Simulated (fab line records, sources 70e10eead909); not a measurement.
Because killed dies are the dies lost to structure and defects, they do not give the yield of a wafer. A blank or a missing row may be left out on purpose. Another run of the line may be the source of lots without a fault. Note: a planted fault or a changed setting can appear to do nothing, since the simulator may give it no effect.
Which tool is to blame?    flow nandHarc    Sampling: 12 lots, 36 wafers, 2 of 1302 route steps

WHAT THE GAUGES SHOWED, per wafer
NHARC_A_ONON_D1_INSPECT_32. Usual: rawDefectCount at 67, with a standard deviation of 23.
lot   measured      on                rawDefectCount  flag
L404  day 8 17:18   defectInspect-01  62 64 53        
L408  day 10 02:34  defectInspect-02  110 122 123     
L409  day 10 02:35  defectInspect-01  57 37 78        
L411  day 11 02:07  defectInspect-01  92 94 50        
L410  day 11 02:13  defectInspect-01  95 70 136       
L413  day 11 22:53  defectInspect-01  77 80 104       
L420  day 15 01:45  defectInspect-01  84 64 81        
L421  day 15 09:07  defectInspect-01  43 50 52        
L423  day 15 23:08  defectInspect-01  50 48 47        
L424  day 16 14:48  defectInspect-02  88 60 89        
L425  day 17 00:22  defectInspect-02  43 62 69        
L427  day 17 23:53  defectInspect-02  67 61 68        

NHARC_A_CHANNEL_HOLE_D1_OVL_MEAS_11. Usual: overlayXNm 0.1 nm, standard deviation 0.81; overlayYNm -0.1 nm, standard deviation 0.94.
lot   measured      on          overlayXNm (nm)  overlayYNm (nm)  flag
L404  day 8 21:43   overlay-02  -0.8 -0.6 -0.1   -0.1 -0.1 -0.2   
L408  day 10 06:42  overlay-01  -0.5 -0.4 -0.2   -0.4 -0.6 -0.4   
L409  day 10 06:59  overlay-01  -0.3 -0.7 -0.5   -1.0 -1.5 -1.1   
L411  day 11 05:02  overlay-02  1.0 0.5 0.9      1.0 1.6 1.5      
L410  day 11 05:17  overlay-02  0.1 0.3 0.1      -0.9 -0.4 -1.2   
L413  day 12 03:57  overlay-01  -0.3 0.0 0.3     -0.8 -0.6 -0.7   
L420  day 15 04:28  overlay-01  2.5 1.9 1.6      -0.6 -0.2 -0.6   
L421  day 15 15:14  overlay-01  -0.4 0.0 0.2     -0.5 -0.2 -0.1   
L423  day 16 02:08  overlay-02  -1.1 -0.9 -0.4   1.4 1.9 1.9      
L424  day 16 19:54  overlay-01  -0.1 -0.9 -0.3   0.6 0.3 0.3      
L425  day 17 04:20  overlay-02  0.7 0.7 0.7      1.5 0.4 1.0      
L427  day 18 05:41  overlay-02  1.0 1.8 1.3      -0.2 -0.5 -0.1   

TOOL THAT RAN EACH LOT (tool first, then ch and the chambers of the sampled wafers, then the start)
The record shows no process step preceding these readings.

AS READ BY THE TOOLS THEMSELVES (means over the sampled wafers that have a number; for cases with no such wafer, the mark the record gives instead)
The record holds no such reading with a usual standard deviation.

THE ANSWER, worked out from the rows above alone
Rule: take the mean of a lot's wafers that have a number; if it is more than 3 standard deviations from the usual mean, the lot is off. Also off: a lot with no number at a reading for which 4 or more lots have one. Where the step has rows for the other lots, those lots are counted as sound. The gauges are gone through in route order, then the tools' own readings, and for those a lot's mean is taken as printed above. The first step at which some lot is off is used, and at that step the reading that is off furthest; a lot without a number counts as furthest.
No lot is off at any reading shown: from this, nothing can be told.

WHAT HAD BEEN PUT IN BY THE SIMULATOR
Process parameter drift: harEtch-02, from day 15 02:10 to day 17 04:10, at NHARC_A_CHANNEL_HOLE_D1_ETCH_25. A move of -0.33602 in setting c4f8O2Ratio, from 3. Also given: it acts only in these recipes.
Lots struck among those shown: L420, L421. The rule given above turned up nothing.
